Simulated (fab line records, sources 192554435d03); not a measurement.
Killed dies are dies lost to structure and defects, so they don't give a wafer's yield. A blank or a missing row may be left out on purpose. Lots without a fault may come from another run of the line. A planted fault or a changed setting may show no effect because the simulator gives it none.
Chamber matching | flow n5_finfet | N5_BEOL_M0_ALD_136 on ald_metal-02: 4 sister chambers
The step deposits TaN, pulse time 2 s, purge time 3 s, co reactant purge time 2 s. 4 wafers are shown with their chamber, then 12 later ones without.

WAFERS WITH THEIR CHAMBER
wafer  | chamber | heater_power_w (W)
L089.1 | 1       | 418
L090.3 | 0       | 528
L090.4 | 3       | 407
L090.6 | 2       | 382

WAFERS WITHOUT THEIR CHAMBER
wafer  | heater_power_w (W)
L093.1 | 372
L093.5 | 515
L093.6 | 412
L091.2 | 410
L091.4 | 404
L091.6 | 373
L094.2 | 372
L094.3 | 519
L094.6 | 370
L092.4 | 363
L092.5 | 392
L092.6 | 509

WHICH CHAMBER EACH WENT THROUGH
wafer  | from the rows above          | in truth
L093.1 | 2                            | 2
L093.5 | 0                            | 0
L093.6 | can't be placed: 3 or 1      | 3
L091.2 | can't be placed: 3 or 1      | 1
L091.4 | can't be placed: 3 or 1 or 2 | 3
L091.6 | 2                            | 2
L094.2 | 2                            | 2
L094.3 | 0                            | 0
L094.6 | 2                            | 2
L092.4 | 2                            | 2
L092.5 | can't be placed: 2 or 3 or 1 | 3
L092.6 | 0                            | 0
Placed correctly: 8 of 12. Can't be placed from these rows: 4 (the true chamber is among the candidates in 4). Placed wrongly: 0.
How it was worked out, from the rows above alone: a wafer's distance from a chamber is the root of the sum, over the readings, of the square of ((its reading less the chamber's mean) divided by the reading's scatter). The wafer belongs to the nearest chamber; if the next one is less than 2 further off, it can't be placed. A chamber's mean is the mean of its shown wafers. The scatter: with one shown wafer a chamber, the root of the mean of the squares of how far each hidden wafer lies from its nearest shown one.
